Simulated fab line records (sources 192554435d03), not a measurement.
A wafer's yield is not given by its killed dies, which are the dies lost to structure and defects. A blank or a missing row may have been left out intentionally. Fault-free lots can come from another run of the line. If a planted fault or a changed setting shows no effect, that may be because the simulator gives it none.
fab line records	flow n5_finfet
record lots=5	wafers=14	last_day=18
route steps=1938 shown BEOL_M1@801 BEOL_M4@1111 PASSIVATION@1936
lots untouched by any fault: they come from a run of this same line in which no faults occurred
start_h: start of the lot's first displayed wafer, in hours after the record's first day	wait_h: hours since the lot's step before	" same as the row above	L1.1+2: one row covering several wafers at once	- no value, or no start given	* or withheld: withheld	< > ~ a bound
route shown NAME@n: names a module that has steps shown in the file, with the first one's number in the route	usual: average and standard deviation across the fault-free wafers	same: alike in all rows	chamber/n: place in a boat	sites: per-site readings	_std_site: the standard deviation of these	_edge_site: the outer-site mean with the inner-site mean subtracted	radius_mm: for every site, how far away it sits from the centre of the wafer	mask NAME#n: copy n	behind: the most recent tool/chamber to have shaped the wafer	hold: reason for holding the lot/hours on hold/outcome of the hold	device: whichever transistor did not switch (one of n, p or np)	end of line: the same wafers' tests at the end of the route	a step without rows: its recipe alone	killed: dies that structure and defects cost at the first sort, which is not the same as the wafer's yield	map: per-die view of a wafer (x killed, . not killed, _ where there is no die)
set.NAME: setting as actually run; set.NAME@STEP: the setting as run at that earlier step	model.NAME: the simulator's own value behind a step, which no gauge read
certain route steps with their lots: each step a table, each wafer a row
services: when a tool's chamber went out of use (start_h, in hours from the record's first day, below 0 if earlier), for how many hours, and the reason
## steps
# step N5_BEOL_M1_ETCH_41
# recipe chemistry=CH3F/O2	target=SiCN	target_depth_a=319	taper_deg=2	time_s=57.8	ion_energy_ev=120	mask_material=TiN	pressure_mtorr=30	source_w=395	bias_w=75	Ar_flow_sccm=150	CH3F_flow_sccm=30	O2_flow_sccm=20
# step N5_BEOL_M1_STRIP_97
# recipe chemistry=N2/H2	time_s=10	power_w=450	temp_c=40	pressure_mtorr=20	rf_frequency_hz=6e+07	bias_power_w=7	n2_flow_sccm=200	h2_flow_sccm=200
# usual chamber_pressure_mTorr=19.999/0.02	drypump_motor_current_A=5.7/0.38	n2_flow_sccm=200.0/0.68	oes_product_au=0.78/0.082	rf_vpp_V=59.0/0.84	showerhead_plenum_p_Torr=2.54/0.096	throttle_valve_pct=23.5/0.41
lot.wafer	tool	chamber	start_h	wait_h	chamber_pressure_mTorr	drypump_motor_current_A	n2_flow_sccm	oes_product_au	rf_hours_counter_h	rf_vpp_V	showerhead_plenum_p_Torr	throttle_valve_pct
L314.4	rie_diel-01	2	-	-	20.020	6.1	199.1	0.72	204	57.6	2.41	23.6
L314.5	"	1	"	"	20.010	5.9	200.5	0.72	-	57.6	2.52	23.3
L314.6	"	2	"	"	20.000	6.1	200.6	0.71	-	59.3	2.41	23.6
L317.1	rie_diel-03	3	-	-	19.982	5.9	200.2	0.70	229	59.8	2.64	24.7
L317.2	"	0	"	"	20.000	5.2	199.9	0.86	54	59.5	2.70	23.4
L317.5	"	2	"	"	19.965	5.2	199.0	0.77	-	59.5	2.45	23.2
L323.3	rie_diel-06	0	-	-	20.009	5.8	199.4	0.90	40	58.6	2.47	23.3
L323.4	"	2	"	"	20.008	5.3	199.0	0.71	209	58.2	2.52	24.0
L336.3	rie_diel-01	2	-	-	20.019	6.1	199.2	0.69	241	58.0	2.39	23.6
L336.5	"	1	"	"	20.000	5.8	199.7	0.70	-	58.5	2.51	23.3
L336.6	"	0	"	"	19.994	5.2	199.6	0.69	-	59.3	2.63	23.9
L337.1	rie_diel-03	0	-	-	20.014	5.3	198.8	0.82	87	61.4	2.68	23.5
L337.2	"	3	"	"	19.996	5.9	200.4	0.95	7	60.7	2.63	24.4
L337.3	"	1	"	"	20.000	6.0	199.7	0.78	109	58.3	2.67	23.1
# step N5_BEOL_M1_OCD_MEAS_38
# usual trench_depth_nm=55.1/0.86
lot.wafer	tool	chamber	start_h	wait_h	trench_depth_nm
L314.4	ocd-02	-	135.79	-	55.2
L314.5	"	-	"	"	54.6
L314.6	"	-	"	"	56.2
L317.1	ocd-02	-	143.14	-	56.4
L317.2	"	-	"	"	56.0
L317.5	"	-	"	"	55.2
L323.3	ocd-02	-	187.08	-	54.9
L323.4	"	-	"	"	55.0
L336.3	ocd-02	-	254.14	-	56.0
L336.5	"	-	"	"	54.9
L336.6	"	-	"	"	53.5
L337.1	ocd-01	-	271.27	-	55.6
L337.2	"	-	"	"	56.6
L337.3	"	-	"	"	53.5
# step N5_BEOL_M1_HM_STRIP_39
# recipe chemistry=peroxide_tin_strip	material=TiN	target_depth_a=250	temp_c=50	time_s=158
# step N5_BEOL_M1_SRD_40
# recipe time_s=30	temp_c=23	rinse_liquid=diw	dry=ipa_marangoni
# step N5_BEOL_M1_PRECLEAN_42
# recipe chemistry=residue_remover	time_s=60	temp_c=40
# step N5_BEOL_M1_SRD_43
# recipe time_s=30	temp_c=23	rinse_liquid=diw	dry=ipa_marangoni
# step N5_BEOL_M1_CD_MEAS_35
# recipe target_cd_nm=18	target_cd_y_nm=21	polarity=opening
# usual cd_nm=18.0/0.34
lot.wafer	tool	chamber	start_h	wait_h	cd_nm
L314.4	cd_sem-03	-	135.94	0.0	18.1
L314.5	"	-	"	"	18.1
L314.6	"	-	"	"	18.4
L317.1	cd_sem-02	-	143.41	0.0	17.4
L317.2	"	-	"	"	18.4
L317.5	"	-	"	"	18.3
L323.3	cd_sem-02	-	187.24	0.0	17.9
L323.4	"	-	"	"	18.7
L336.3	cd_sem-02	-	254.29	0.0	18.2
L336.5	"	-	"	"	17.9
L336.6	"	-	"	"	17.4
L337.1	cd_sem-02	-	271.42	0.0	18.6
L337.2	"	-	"	"	18.5
L337.3	"	-	"	"	18.3
# step N5_BEOL_M1_DEGAS_44
# recipe ambient=vacuum	temp_c=250	time_s=60
# step N5_BEOL_M1_PRE_CLEAN_45
# recipe gas=H2/He	time_s=30	temp_c=250
# usual heater_power_w=353/59	susceptor_temp_C=249.99/0.19
lot.wafer	tool	chamber	start_h	wait_h	heater_power_w	susceptor_temp_C
L314.4	pvd_sputter-01	-	136.13	0.0	319	249.80
L314.5	"	-	"	"	293	249.98
L314.6	"	-	"	"	331	249.74
L317.1	pvd_sputter-03	-	143.49	0.0	471	249.79
L317.2	"	-	"	"	340	249.96
L317.5	"	-	"	"	304	250.19
L323.3	pvd_sputter-01	-	187.74	0.0	338	250.03
L323.4	"	-	"	"	334	250.29
L336.3	pvd_sputter-02	-	255.20	0.0	379	250.09
L336.5	"	-	"	"	278	250.11
L336.6	"	-	"	"	415	249.85
L337.1	pvd_sputter-02	-	271.60	0.0	408	249.84
L337.2	"	-	"	"	368	249.99
L337.3	"	-	"	"	422	250.05
# step N5_BEOL_M1_ALD_84
# recipe material=TaN	target_thk_a=*	temp_c=275	ald_precursor_family=PDMAT	ald_co_reactant=NH3	pressure_torr=3	carrier_flow_sccm=1500	pulse_time_s=2	purge_time_s=3	co_reactant_purge_time_s=2	co_reactant_pulse_time_s=3	ald_cycles=30	precursor_vessel_temp_c=75	precursor_vessel_pressure_torr=26.25	precursor_vessel_carrier_sccm=1000
# usual heater_power_w=427/46	susceptor_temp_C=274.98/0.2
# same ald_cycles=30
lot.wafer	tool	chamber	start_h	wait_h	heater_power_w	susceptor_temp_C
L314.4	ald_metal-04	1	136.20	0.0	385	274.84
L314.5	"	1	"	"	394	275.15
L314.6	"	2	"	"	503	274.83
L317.1	ald_metal-02	0	143.55	0.0	371	274.59
L317.2	"	2	"	"	414	274.92
L317.5	"	1	"	"	384	274.95
L323.3	ald_metal-01	0	187.80	0.0	359	274.85
L323.4	"	2	"	"	452	275.22
L336.3	ald_metal-04	1	255.39	0.2	385	274.74
L336.5	"	3	"	"	433	274.88
L336.6	"	2	"	"	502	275.30
L337.1	ald_metal-04	3	271.66	0.0	432	275.01
L337.2	"	2	"	"	513	274.95
L337.3	"	0	"	"	454	274.61
# step N5_BEOL_M1_SURFACE_TREAT_85
# recipe gas=Ar	time_s=*	ion_energy_ev=*	ion_current_ma_cm2=0.5	pressure_mtorr=*	ar_flow_sccm=30
# usual throttle_valve_pct=*
lot.wafer	tool	chamber	start_h	wait_h	throttle_valve_pct
L314.4	pvd_sputter-01	-	136.42	0.1	*
L314.5	"	-	"	"	*
L314.6	"	-	"	"	*
L317.1	pvd_sputter-01	-	143.80	0.1	*
L317.2	"	-	"	"	*
L317.5	"	-	"	"	*
L323.3	pvd_sputter-02	-	188.09	0.2	*
L323.4	"	-	"	"	*
L336.3	pvd_sputter-02	-	255.66	0.2	*
L336.5	"	-	"	"	*
L336.6	"	-	"	"	*
L337.1	pvd_sputter-01	-	271.94	0.2	*
L337.2	"	-	"	"	*
L337.3	"	-	"	"	*
# step N5_BEOL_M1_CVD_47
# recipe material=Co	target_thk_a=30	temp_c=withheld	precursor=CCTBA/H2	pressure_torr=30	time_s=223.8
# usual run_length_s=246.6/0.82
lot.wafer	tool	chamber	start_h	wait_h	run_length_s
L314.4	cvd_co-02	2	136.55	0.1	247.1
L314.5	"	1	"	"	246.8
L314.6	"	0	"	"	247.5
L317.1	cvd_co-01	2	144.09	0.3	245.8
L317.2	"	1	"	"	246.6
L317.5	"	0	"	"	246.2
L323.3	cvd_co-01	0	188.18	0.1	245.5
L323.4	"	0	"	"	243.7
L336.3	cvd_co-02	1	255.72	0.0	246.3
L336.5	"	1	"	"	247.5
L336.6	"	0	"	"	247.9
L337.1	cvd_co-02	2	272.00	0.0	247.2
L337.2	"	0	"	"	247.5
L337.3	"	1	"	"	246.4
# step N5_BEOL_M1_SPUTTER_48
# recipe material=Cu	target_thk_a=45	temp_c=-20	chamber_pressure_pa=0.07	power_w=withheld	time_s=8.29
# usual chamber_pressure_pa=0.07001/0.00015	susceptor_temp_C=-20.00/0.11	throttle_valve_pct=29.6/1
lot.wafer	tool	chamber	start_h	wait_h	chamber_pressure_pa	susceptor_temp_C	throttle_valve_pct
L314.4	pvd_sputter-01	-	136.64	0.0	0.07016	-20.09	28.5
L314.5	"	-	"	"	0.06975	-19.98	30.1
L314.6	"	-	"	"	0.07004	-20.11	28.3
L317.1	pvd_sputter-02	-	145.45	1.3	0.07026	-20.03	30.5
L317.2	"	-	"	"	0.07022	-20.01	28.9
L317.5	"	-	"	"	0.07011	-20.19	30.0
L323.3	pvd_sputter-02	-	188.49	0.2	0.06987	-19.86	29.9
L323.4	"	-	"	"	0.06979	-19.85	29.8
L336.3	pvd_sputter-02	-	255.88	0.1	0.07013	-19.78	28.9
L336.5	"	-	"	"	0.07	-20.20	29.6
L336.6	"	-	"	"	0.07029	-20.07	28.6
L337.1	pvd_sputter-01	-	272.18	0.1	0.07003	-19.98	30.3
L337.2	"	-	"	"	0.06996	-20.05	28.4
L337.3	"	-	"	"	0.06989	-20.12	29.0
# step N5_BEOL_M4_RC_MEAS_101
# usual DIBL_N=36.9/1.7	DIBL_P=36.7/2.1	IOFF_N=0.17/0.032	IOFF_P=0.22/0.036	ION_N=674/12	ION_P=461/7	SS_N=71.7/0.6	SS_P=73.4/0.67	VT_N=249/3.1	VT_P=-250/3.2
lot.wafer	tool	chamber	start_h	wait_h	DIBL_N[mV/V]	DIBL_P[mV/V]	IOFF_N[nA/um]	IOFF_P[nA/um]	ION_N[uA/um]	ION_P[uA/um]	SS_N[mV/dec]	SS_P[mV/dec]	VT_N[mV]	VT_P[mV]
L314.4	prober-01	0	169.98	0.5	34.7	33.9	0.12	0.16	660	450	71.9	72.5	257	-253
L314.5	"	0	"	"	36.5	35.9	0.15	0.18	666	452	71.3	73.2	252	-253
L314.6	"	0	"	"	36.2	36.0	0.15	0.19	679	462	71.5	73.2	249	-253
L317.1	prober-02	0	181.90	0.0	31.7	30.0	0.10	0.14	645	445	70.4	72.0	257	-256
L317.2	"	0	"	"	36.6	36.0	0.17	0.21	668	455	71.1	73.4	253	-252
L317.5	"	0	"	"	37.1	37.4	0.20	0.23	686	464	71.0	73.0	247	-249
L323.3	prober-01	0	222.23	0.3	33.3	32.5	0.12	0.17	662	456	70.2	72.7	253	-251
L323.4	"	0	"	"	36.7	36.6	0.17	0.23	673	459	72.0	72.9	247	-248
L336.3	prober-02	0	295.51	0.3	40.0	40.8	0.26	0.32	698	473	73.2	75.6	244	-245
L336.5	"	0	"	"	38.0	38.5	0.20	0.27	691	468	72.0	73.5	250	-246
L336.6	"	0	"	"	37.7	38.6	0.20	0.28	682	466	71.4	74.5	247	-246
L337.1	prober-01	0	311.87	0.0	38.3	38.6	0.16	0.23	664	460	71.9	73.7	253	-250
L337.2	"	0	"	"	39.1	38.7	0.19	0.25	687	477	72.6	73.6	248	-248
L337.3	"	0	"	"	38.0	37.7	0.15	0.22	659	457	71.8	73.3	252	-251
# step N5_PASSIVATION_PROBE_49
# usual defect_limited_yield=91.7/1.5	killed_at_M0_to_M3=32/9.6	killed_at_M4_up=13/5.3	killed_at_contacts=12/6.8	killed_at_front_end=36/9.8	killed_at_other=4/3.1	killed_dies=98/17	killed_on_rim=13/4	killed_open=65/13	killed_short=32/8.5	sort_bin_5_function=4.9/0.93	sort_bin_6_memory=3.2/0.67	sort_bin_8_speed=0.00/0.02	sort_n_pass=1082/17	sort_yield_pct=91.7/1.4
# same gross_dies=1180	killed_at_back_side=0	sort_bin_4_leakage[%]=0
lot.wafer	tool	chamber	start_h	wait_h	defect_limited_yield[%]	killed_at_M0_to_M3	killed_at_M4_up	killed_at_contacts	killed_at_front_end	killed_at_other	killed_dies	killed_on_rim	killed_open	killed_short	sort_bin_5_function[%]	sort_bin_6_memory[%]	sort_bin_8_speed[%]	sort_n_pass	sort_yield_pct[%]
L314.4	prober-01	-	272.27	0.2	93.8	32	7	6	26	2	73	6	47	22	3.7	2.2	0	1107	93.8
L314.5	prober-01	-	272.32	0.2	93.1	29	4	12	34	2	81	10	46	34	4.7	1.7	0	1099	93.1
L314.6	prober-01	-	272.37	0.3	91.9	38	11	4	39	4	96	7	65	28	5.1	2.9	0	1084	91.9
L317.1	prober-02	-	281.35	0.0	92.2	26	27	12	26	1	92	12	56	35	4.8	2.8	0.08	1087	92.1
L317.2	prober-02	-	281.40	0.1	91.4	39	13	3	44	2	101	11	55	46	4.7	3.6	0	1079	91.4
L317.5	prober-02	-	281.55	0.2	93.2	34	10	6	27	3	80	12	52	28	4.6	2.0	0	1100	93.2
L323.3	prober-01	-	318.42	0.1	90.2	51	5	13	47	0	116	14	87	29	5.6	3.9	0	1064	90.2
L323.4	prober-01	-	318.47	0.2	91.9	34	7	20	35	0	96	17	59	36	4.5	3.5	0	1084	91.9
L336.3	prober-02	-	395.88	0.1	89.3	32	15	23	45	11	126	10	79	46	6.6	3.8	0.08	1054	89.3
L336.5	prober-02	-	395.98	0.2	89.2	27	28	14	52	7	128	23	85	43	6.4	4.0	0	1052	89.2
L336.6	prober-02	-	396.03	0.3	91.0	21	6	20	51	8	106	13	75	30	4.8	4.1	0	1074	91.0
L337.1	prober-02	-	422.46	0.0	94.8	16	10	3	31	1	61	9	35	24	2.5	2.2	0	1119	94.8
L337.2	prober-02	-	422.51	0.1	94.3	25	9	11	20	2	67	11	43	24	3.2	2.2	0	1113	94.3
L337.3	prober-02	-	422.56	0.1	93.0	32	12	14	19	6	83	11	64	18	4.1	2.6	0	1097	93.0
# killed by level:class
L314.4 BEOL_M0_SAQP:geometric_particle:short=9 STI_FIN_REVEAL:geometric_particle:open=8 BEOL_M0_SAQP:geometric_particle:open=7 MOL_CONTACT_COAG:geometric_particle:open=6 FIN_SAQP:geometric_particle:open=5 BEOL_M3:geometric_particle:open=5 BEOL_M1:geometric_particle:open=4 BEOL_M2:geometric_particle:open=4
L314.5 BEOL_M0_SAQP:geometric_particle:short=9 BEOL_M0_SAQP:geometric_particle:open=9 MOL_CONTACT_COAG:geometric_particle:open=8 FIN_SAQP:geometric_particle:short=7 GATE_CUT:geometric_particle:short=5 BEOL_M3:geometric_particle:open=5 DUMMY_GATE:geometric_particle:open=4 MOL_CONTACT_COAG:geometric_particle:short=4
L314.6 STI_FIN_REVEAL:geometric_particle:open=11 BEOL_M0_SAQP:geometric_particle:open=10 BEOL_M1:geometric_particle:open=9 FIN_SAQP:geometric_particle:short=7 BEOL_M2:geometric_particle:open=5 MOL_CONTACT_COAG:geometric_particle:open=4 BEOL_M0_SAQP:geometric_particle:short=4 BEOL_M3:geometric_particle:short=4
L317.1 MOL_CONTACT_COAG:geometric_particle:open=11 BEOL_M4:geometric_particle:open=9 FIN_SAQP:geometric_particle:short=8 BEOL_M1:geometric_particle:open=8 FIN_SAQP:geometric_particle:open=5 BEOL_M0_SAQP:geometric_particle:short=5 BEOL_M2:geometric_particle:short=5 BEOL_M4:geometric_particle:short=5
L317.2 FIN_SAQP:geometric_particle:short=12 FIN_SAQP:geometric_particle:open=10 BEOL_M0_SAQP:geometric_particle:open=10 BEOL_M0_SAQP:geometric_particle:short=10 GATE_CUT:geometric_particle:short=6 BEOL_M1:geometric_particle:open=6 BEOL_M2:geometric_particle:short=5 BEOL_M4:geometric_particle:open=4
L317.5 BEOL_M0_SAQP:geometric_particle:open=10 BEOL_M0_SAQP:geometric_particle:short=9 MOL_CONTACT_COAG:geometric_particle:open=6 BEOL_M4:geometric_particle:open=6 FIN_SAQP:geometric_particle:short=5 FIN_SAQP:geometric_particle:open=4 BEOL_M0:geometric_particle:open=4 BEOL_M1:geometric_particle:open=4
L323.3 STI_FIN_REVEAL:geometric_particle:open=16 BEOL_M0_SAQP:geometric_particle:open=12 FIN_SAQP:geometric_particle:open=11 BEOL_M1:geometric_particle:open=11 MOL_CONTACT_COAG:geometric_particle:open=10 BEOL_M0_SAQP:geometric_particle:short=10 FIN_SAQP:geometric_particle:short=7 BEOL_M3:geometric_particle:open=7
L323.4 MOL_CONTACT_COAG:geometric_particle:open=12 BEOL_M3:geometric_particle:open=10 FIN_SAQP:geometric_particle:short=9 MOL_CONTACT_COAG:geometric_particle:short=8 FIN_SAQP:geometric_particle:open=7 BEOL_M1:geometric_particle:open=6 STI_FIN_REVEAL:geometric_particle:open=4 BEOL_M0_SAQP:geometric_particle:open=4
L336.3 MOL_CONTACT_COAG:geometric_particle:open=16 BEOL_M0_SAQP:geometric_particle:open=11 FIN_SAQP:geometric_particle:short=10 BEOL_M4:geometric_particle:open=9 STI_FIN_REVEAL:geometric_particle:open=7 BEOL_M0_SAQP:geometric_particle:short=7 DUMMY_GATE:geometric_particle:open=7 MOL_CONTACT_COAG:geometric_particle:short=7
L336.5 BEOL_M4:geometric_particle:open=14 FIN_SAQP:geometric_particle:short=13 MOL_CONTACT_COAG:geometric_particle:open=11 FIN_SAQP:geometric_particle:open=8 DUMMY_GATE:geometric_particle:open=8 BEOL_M1:geometric_particle:open=6 BEOL_M0_SAQP:geometric_particle:open=5 GATE_CUT:geometric_particle:open=4
L336.6 MOL_CONTACT_COAG:geometric_particle:open=17 FIN_SAQP:geometric_particle:open=15 STI_FIN_REVEAL:geometric_particle:open=12 FIN_SAQP:geometric_particle:short=8 DUMMY_GATE:geometric_particle:open=5 BEOL_M0_SAQP:geometric_particle:open=5 BEOL_M3:geometric_particle:open=5 STARTING-WAFER:geometric_particle:short=4
L337.1 ILD0:geometric_particle:short=8 BEOL_M0_SAQP:geometric_particle:short=6 BEOL_M4:geometric_particle:open=6 FIN_SAQP:geometric_particle:open=5 STARTING-WAFER:geometric_particle:open=5 ILD0:geometric_particle:open=4 MOL_CONTACT_COAG:geometric_particle:open=3 BEOL_M1:geometric_particle:open=3
L337.2 MOL_CONTACT_COAG:geometric_particle:open=8 BEOL_M2:geometric_particle:open=7 GATE_CUT:geometric_particle:short=4 BEOL_M1:geometric_particle:open=4 MOL_CONTACT_COAG:geometric_particle:short=3 BEOL_M0_SAQP:geometric_particle:short=3 BEOL_M0:geometric_particle:open=3 BEOL_M1:geometric_particle:short=3
L337.3 MOL_CONTACT_COAG:geometric_particle:open=14 BEOL_M2:geometric_particle:open=11 BEOL_M1:geometric_particle:open=6 BEOL_M3:geometric_particle:open=6 BEOL_M4:geometric_particle:open=6 BEOL_M0_SAQP:geometric_particle:short=5 FIN_SAQP:geometric_particle:short=4 GATE_CUT:geometric_particle:open=4
## services
tool	chamber	start_h	hours	kind
cvd_co-01	1	114.71	-	clean
cvd_co-01	1	114.71	22.0	scheduled_down
cvd_co-01	1	114.71	22.0	vent_cycle
pvd_sputter-03	-	124.48	12.1	repair
pvd_sputter-01	-	129.67	3.7	repair
pvd_sputter-03	-	150.18	7.7	repair
ald_metal-01	0	167.88	-	calibration
ald_metal-02	-	174.68	8.7	pm
ald_metal-02	2	186.84	-	calibration
rie_diel-06	0	191.26	3.2	repair
rie_diel-03	0	195.40	6.6	repair
rie_diel-06	1	206.40	12.2	repair
ald_metal-02	1	206.93	17.4	repair
rie_diel-06	-	215.37	0.3	repair
rie_diel-03	3	218.34	1.6	repair
rie_diel-03	-	218.39	7.2	repair
ald_metal-02	3	220.36	5.6	repair
rie_diel-03	3	231.56	-	clean
rie_diel-03	3	231.56	-	consumable_replace:focus_ring
rie_diel-03	3	231.56	15.0	scheduled_down
rie_diel-03	3	231.56	15.0	vent_cycle
rie_diel-06	3	248.87	4.0	repair
ald_metal-01	-	253.21	8.7	pm
rie_diel-01	1	271.31	18.5	repair
## key
first_sign step=N5_BEOL_M1_CVD_47	reading=run_length_s	direction=down	sigmas=3.5	usual=*	struck=*
effect none on later readings
met_at N5_BEOL_M1_CVD_47
struck_wafers L323.4
onset_between 144.09 188.18
fault kind=process_parameter_drift	tool=cvd_co-01	chamber=-	onset_h=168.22	steps=N5_BEOL_M1_CVD_47	channel=time_s	offset=*	shape=step	end_h=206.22	scope=struck_wafers_only	acts_in=*	stated=*
